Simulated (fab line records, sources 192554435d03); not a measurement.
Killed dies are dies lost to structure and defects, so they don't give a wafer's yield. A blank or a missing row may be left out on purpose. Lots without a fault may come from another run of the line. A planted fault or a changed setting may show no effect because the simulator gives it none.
A struck lot beside a sound one | flow n5_finfet | 32 steps out of a route of 1938
Sound: wafers L274.2, L274.4, L274.5. Struck: wafer L281.1. (L281.2, L281.3 of the same lot were not struck and are left out.) The cause comes at the end.
At each step with rows: each side's tool, then ch and its chambers, then its first start. Under that, the readings that differ: sound wafers | struck wafers | difference of the means | sigmas: that difference in standard deviations of wafers without a fault.
alike: readings whose means differ by less than 2 such deviations, and words and numbers that are the same on both sides. not compared: withheld readings, readings that some wafer has no value for, bounds like >300 that may hide the same value, and numbers for which the record gives no deviation and whose values overlap.
The two part at a step that has a row with sigmas, a row that says differs or no value, or rows on one side only. Numbers that don't overlap but have no deviation are shown without sigmas and don't part them. A reading that every wafer of one side lacks parts them only if that side has two wafers or more.

first, 11 steps without rows for these wafers: N5_BEOL_M15_PRECLEAN_39 (cleans in residue remover, time 60 s); N5_BEOL_M15_SRD_40 (time 30 s, dry time 30 s); N5_BEOL_M15_DEGAS_41 (time 60 s); N5_BEOL_M15_PRE_CLEAN_42 (time 30 s); N5_BEOL_M15_SPUTTER_43 (material TaN, target thk 15 nm, time 24.19 s); N5_BEOL_M15_SPUTTER_44 (material Ta, target thk 15 nm, time 24.19 s); N5_BEOL_M15_SPUTTER_45 (material Cu, target thk 100 nm, time 16.67 s); N5_BEOL_M15_ECD_47 (material Cu, target thk 1860 nm); N5_BEOL_M15_ANNEAL_48 (time 90 s); N5_BEOL_M15_CMP_49 (polishes, stops on SiO2, t overpolish 4.9 s, target thk 850 nm); N5_BEOL_M15_PRE_CLEAN_52 (time 15 s).
N5_BEOL_M15_DEP_53: deposits SiCN from 3MS/NH3, target thk 50 nm, time 17.8 s.
  sound on pecvd-02 ch 0,1,2, day 11 08:46; struck on pecvd-02 ch 0, day 13 14:07
  alike: showerhead_plenum_p_Torr, throttle_valve_pct
N5_BEOL_M15_INSPECT_55: inspects for defects (darkfield).
  sound on defect_inspect-01, day 11 08:52; struck on defect_inspect-01, day 13 14:12
  reading          | sound    | struck | difference | sigmas
  raw_defect_count | 67 67 58 | 611    | +547       | +23
then, 16 steps without rows for these wafers: N5_PASSIVATION_PECVD_00 (deposits SiO2 from SiH4/N2O, target thk 200 nm, time 11.2 s); N5_MIM_BOT_DEGAS_01 (time 60 s); N5_MIM_BOT_SPUTTER_00 (material TiN, target thk 35 nm, time 89.7 s); N5_MIM_TOP_ALD_00 (deposits Al2O3, purge time 3 s, co reactant pulse time 3 s); N5_MIM_TOP_ALD_01 (deposits HfO2, target thk 5.6 nm, pulse time 1 s, purge time 3 s); N5_MIM_TOP_ALD_02 (deposits Al2O3, purge time 3 s, co reactant pulse time 3 s); N5_MIM_TOP_DEGAS_04 (time 60 s); N5_MIM_TOP_SPUTTER_03 (material TiN, target thk 35 nm, time 89.7 s); N5_MIM_TOP_LITHO_HMDS_01 (time 60 s); N5_MIM_TOP_LITHO_COAT_02; N5_MIM_TOP_LITHO_EBR_04; N5_MIM_TOP_LITHO_SOFTBAKE_03 (time 90 s); N5_MIM_TOP_LITHO_EXPOSE_05 (exposes mask MIM TOP, target cd 2000 nm); N5_MIM_TOP_LITHO_PEB_06; N5_MIM_TOP_LITHO_DEVELOP_07 (develop time 60 s); N5_MIM_TOP_LITHO_HARDBAKE_09 (time 120 s).
N5_MIM_TOP_LITHO_INSPECT_12: inspects for defects (macro).
  sound on defect_inspect-01, day 11 13:57; struck on defect_inspect-02, day 13 19:58
  reading          | sound | struck | difference | sigmas
  raw_defect_count | 1 1 1 | >300   | differs    |
then, 1 step without rows for these wafers: N5_MIM_TOP_LITHO_DESCUM_10 (chemistry O2, time 7.9 s).
N5_PASSIVATION_PROBE_49:
  the record has rows for the struck wafers here (prober-01, day 14 05:55) and none for the sound ones

WHERE THEY PART
First at N5_BEOL_M15_INSPECT_55; last, within this record, at N5_PASSIVATION_PROBE_49.

WHY: what the simulator had put in
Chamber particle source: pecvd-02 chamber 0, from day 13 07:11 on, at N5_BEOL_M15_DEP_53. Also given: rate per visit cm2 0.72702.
